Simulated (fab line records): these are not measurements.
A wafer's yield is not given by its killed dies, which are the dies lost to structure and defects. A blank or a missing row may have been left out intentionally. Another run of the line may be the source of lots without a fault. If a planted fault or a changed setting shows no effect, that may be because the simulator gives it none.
Which tool did it? | flow nand harc | 33 wafers from 11 lots sampled at 5 of the route's 1302 steps

== WHAT EACH GAUGE READ, for each wafer ==
The record holds no reading of a measuring or inspecting step that can be judged against a usual standard deviation.

== TOOL THAT RAN EACH LOT (tool first, then ch and the chambers of the sampled wafers, then the start) ==
lot  | NHARC_A_CHANNEL_HOLE_D1_ETCH_16               | NHARC_A_CHANNEL_HOLE_D1_ETCH_22  | NHARC_A_CHANNEL_FILL_D1_ALD_14   | NHARC_A_CHANNEL_FILL_D1_ALD_15      | NHARC_A_CHANNEL_FILL_D1_ALD_16
L507 | rie diel-03 ch 0,2,3, day 9 13:19 or earlier  | har etch-01 ch 0,1, day 9 13:19  | ald hk-01 ch 0,2,3, day 10 01:17 | ald sin batch-02 ch 0, day 10 04:25 | ald hk-01 ch 0,3, day 10 06:28
L506 | rie diel-03 ch 1,2,3, day 9 15:11 or earlier  | har etch-02 ch 0,1, day 9 15:11  | ald hk-02 ch 0,2, day 10 01:26   | ald sin batch-02 ch 0, day 10 04:25 | ald hk-01 ch 2,3, day 10 06:40
L509 | rie diel-03 ch 1,2, day 10 02:17 or earlier   | har etch-01 ch 0,1, day 10 02:17 | ald hk-03 ch 0,2, day 10 17:47   | ald sin batch-03 ch 0, day 10 20:55 | ald hk-02 ch 1,2,3, day 10 23:01
L511 | rie diel-03 ch 0,2,3, day 10 20:25 or earlier | har etch-02 ch 0,1, day 10 20:25 | ald hk-02 ch 1,3, day 11 09:14   | ald sin batch-03 ch 0, day 11 12:08 | ald hk-03 ch 1,3, day 11 14:12
L510 | rie diel-08 ch 1,3, day 10 21:48 or earlier   | har etch-01 ch 0,1, day 10 21:48 | ald hk-02 ch 0,3, day 11 09:01   | ald sin batch-03 ch 0, day 11 12:08 | ald hk-01 ch 1,2, day 11 14:12
L512 | rie diel-03 ch 1,2, day 11 12:44 or earlier   | har etch-01 ch 0, day 11 12:44   | ald hk-03 ch 2,3, day 12 00:37   | ald sin batch-01 ch 0, day 12 03:44 | ald hk-03 ch 0,1,2, day 12 05:46
L520 | rie diel-08 ch 0,3, day 14 12:06 or earlier   | har etch-01 ch 0,1, day 14 12:06 | ald hk-02 ch 0,1, day 14 23:48   | ald sin batch-02 ch 0, day 15 02:55 | ald hk-01 ch 0,2,3, day 15 05:02
L525 | rie diel-02 ch 0,1, day 16 21:34 or earlier   | har etch-01 ch 0,1, day 16 21:34 | ald hk-01 ch 1,3, day 17 07:27   | ald sin batch-01 ch 0, day 17 10:32 | ald hk-01 ch 0,1,2, day 17 13:38
L526 | rie diel-08 ch 0,1,3, day 17 14:02 or earlier | har etch-02 ch 0,1, day 17 14:02 | ald hk-03 ch 1,3, day 18 02:00   | ald sin batch-01 ch 0, day 18 05:09 | ald hk-03 ch 0,1, day 18 07:13
L528 | rie diel-03 ch 1,2,3, day 17 21:49 or earlier | har etch-01 ch 0,1, day 17 21:49 | ald hk-03 ch 0,2,3, day 18 09:50 | ald sin batch-01 ch 0, day 18 12:57 | ald hk-02 ch 0,1,2, day 18 15:10
L527 | rie diel-02 ch 0,1,2, day 17 22:43 or earlier | har etch-02 ch 0,1, day 17 22:43 | ald hk-02 ch 0,1, day 18 09:52   | ald sin batch-01 ch 0, day 18 12:57 | ald hk-02 ch 0,3, day 18 15:00
- NHARC_A_CHANNEL_HOLE_D1_ETCH_16: etches the open film in O2/COS, target depth 3100 nm, time 806 s.
- NHARC_A_CHANNEL_HOLE_D1_ETCH_22: etches the open film in C4F8/O2/Ar, time 666.7 s, target depth 1600 nm.
- NHARC_A_CHANNEL_FILL_D1_ALD_14: deposits SiO2, target thk 2.5 nm, pulse time 10 s, ald cycles 25.
- NHARC_A_CHANNEL_FILL_D1_ALD_15: deposits SiNx, target thk 2 nm, pulse time 60 s, ald cycles 19.
- NHARC_A_CHANNEL_FILL_D1_ALD_16: deposits SiO2, target thk 1.5 nm, pulse time 10 s, ald cycles 15.

== WHAT THE TOOLS THEMSELVES READ (means of the sampled wafers that have a number; where no wafer has one, the mark that the record gives instead) ==
NHARC_A_CHANNEL_HOLE_D1_ETCH_16.
lot  | tool        | drypump motor current A (A) | oes product au (a.u.) | rf vpp V (V) | showerhead plenum p Torr (Torr) | throttle valve pct (%)
L507 | rie diel-03 | 5.6                         | 1.000                 | 314.2        | 3.16                            | 28.327
L506 | rie diel-03 | 5.5                         | 1.007                 | 314.7        | 3.16                            | 28.333
L509 | rie diel-03 | 6.0                         | 0.997                 | 316.2        | 3.19                            | 28.333
L511 | rie diel-03 | 5.6                         | 1.007                 | 315.0        | 3.16                            | 28.332
L510 | rie diel-08 | 5.1                         | 1.008                 | 316.0        | 3.21                            | 28.329
L512 | rie diel-03 | 6.0                         | 1.007                 | 314.6        | 3.18                            | 28.323
L520 | rie diel-08 | 5.3                         | 1.010                 | 313.6        | 3.06                            | 28.328
L525 | rie diel-02 | 6.4                         | 1.001                 | 315.2        | 3.24                            | 28.331
L526 | rie diel-08 | 5.4                         | 1.007                 | 315.4        | 3.15                            | 28.324
L528 | rie diel-03 | 5.4                         | 0.992                 | 314.9        | 3.15                            | 28.333
L527 | rie diel-02 | 6.3                         | 0.999                 | 315.6        | 3.23                            | 28.326

NHARC_A_CHANNEL_HOLE_D1_ETCH_22.
lot  | tool        | c4f8 flow sccm (sccm) | drypump motor current A (A) | oes air line au (a.u.) | showerhead plenum p Torr (Torr) | temp c (C) | throttle valve pct (%)
L507 | har etch-01 | 89.49                 | 6.4                         | 0.979                  | 3.69                            | -20.11     | 32.149
L506 | har etch-02 | 89.06                 | 5.3                         | 0.973                  | 3.65                            | -20.05     | 32.172
L509 | har etch-01 | 89.31                 | 6.4                         | 1.016                  | 3.69                            | -19.91     | 32.153
L511 | har etch-02 | 88.99                 | 5.6                         | 0.981                  | 3.69                            | -19.99     | 32.161
L510 | har etch-01 | 89.11                 | 6.4                         | 1.001                  | 3.68                            | -19.94     | 32.139
L512 | har etch-01 | 89.51                 | 5.6                         | 0.996                  | 3.60                            | -20.13     | 32.162
L520 | har etch-01 | 89.15                 | 6.4                         | 0.980                  | 3.65                            | -19.94     | 32.151
L525 | har etch-01 | 89.43                 | 6.4                         | 0.989                  | 3.63                            | -19.85     | 32.152
L526 | har etch-02 | 89.49                 | 5.6                         | 1.007                  | 3.78                            | -20.05     | 32.155
L528 | har etch-01 | 89.50                 | 6.4                         | 1.001                  | 3.62                            | -20.07     | 32.164
L527 | har etch-02 | 89.05                 | 5.6                         | 1.014                  | 3.78                            | -20.05     | 32.155

NHARC_A_CHANNEL_FILL_D1_ALD_14.
lot  | tool      | heater power w (W) | precursor pulse height rel
L507 | ald hk-01 | 490                | 1.005
L506 | ald hk-02 | 440                | 0.976
L509 | ald hk-03 | 449                | 0.981
L511 | ald hk-02 | 450                | 1.000
L510 | ald hk-02 | 508                | 1.005
L512 | ald hk-03 | 413                | 1.022
L520 | ald hk-02 | 455                | 0.995
L525 | ald hk-01 | 451                | 1.011
L526 | ald hk-03 | 432                | 0.985
L528 | ald hk-03 | 436                | 1.018
L527 | ald hk-02 | 442                | 1.018

NHARC_A_CHANNEL_FILL_D1_ALD_15.
lot  | tool             | precursor pulse height rel
L507 | ald sin batch-02 | 0.987
L506 | ald sin batch-02 | 0.995
L509 | ald sin batch-03 | 0.994
L511 | ald sin batch-03 | 0.992
L510 | ald sin batch-03 | 0.971
L512 | ald sin batch-01 | 0.986
L520 | ald sin batch-02 | 1.029
L525 | ald sin batch-01 | 1.012
L526 | ald sin batch-01 | 0.993
L528 | ald sin batch-01 | 1.006
L527 | ald sin batch-01 | 0.995

NHARC_A_CHANNEL_FILL_D1_ALD_16.
lot  | tool      | heater power w (W) | precursor pulse height rel
L507 | ald hk-01 | 484                | 0.979
L506 | ald hk-01 | 481                | 1.007
L509 | ald hk-02 | 448                | 0.985
L511 | ald hk-03 | 424                | 0.994
L510 | ald hk-01 | 463                | 0.992
L512 | ald hk-03 | 461                | 0.989
L520 | ald hk-01 | 467                | 1.011
L525 | ald hk-01 | 457                | 1.020
L526 | ald hk-03 | 467                | 0.991
L528 | ald hk-02 | 437                | 0.976
L527 | ald hk-02 | 474                | 0.992

== THE ANSWER, worked out from the rows above alone ==
Rule: usual is defined by the lots themselves. Put in order of their means at a reading, lots are off if they are a third of the lots or fewer, leave a main group of 4 or more, and stand apart from it by a gap of 3 or more times the standard deviation of the main group's means; of several such gaps the widest counts. If all means in a main group match to the digits the tables above print for the reading, that group is not used. A lot without any number at a reading at which 4 lots or more have one is off too. Where the step has rows for the other lots, those lots are counted as sound. First the gauges in route order, then the tools' own readings, where a lot's mean is used as printed above. At the first step where some lot is off, the reading lying furthest off is the one used; lots without a number count as furthest.
Nothing can be told from this: no lot is off at any reading shown.

== WHAT THE SIMULATOR PUT IN ==
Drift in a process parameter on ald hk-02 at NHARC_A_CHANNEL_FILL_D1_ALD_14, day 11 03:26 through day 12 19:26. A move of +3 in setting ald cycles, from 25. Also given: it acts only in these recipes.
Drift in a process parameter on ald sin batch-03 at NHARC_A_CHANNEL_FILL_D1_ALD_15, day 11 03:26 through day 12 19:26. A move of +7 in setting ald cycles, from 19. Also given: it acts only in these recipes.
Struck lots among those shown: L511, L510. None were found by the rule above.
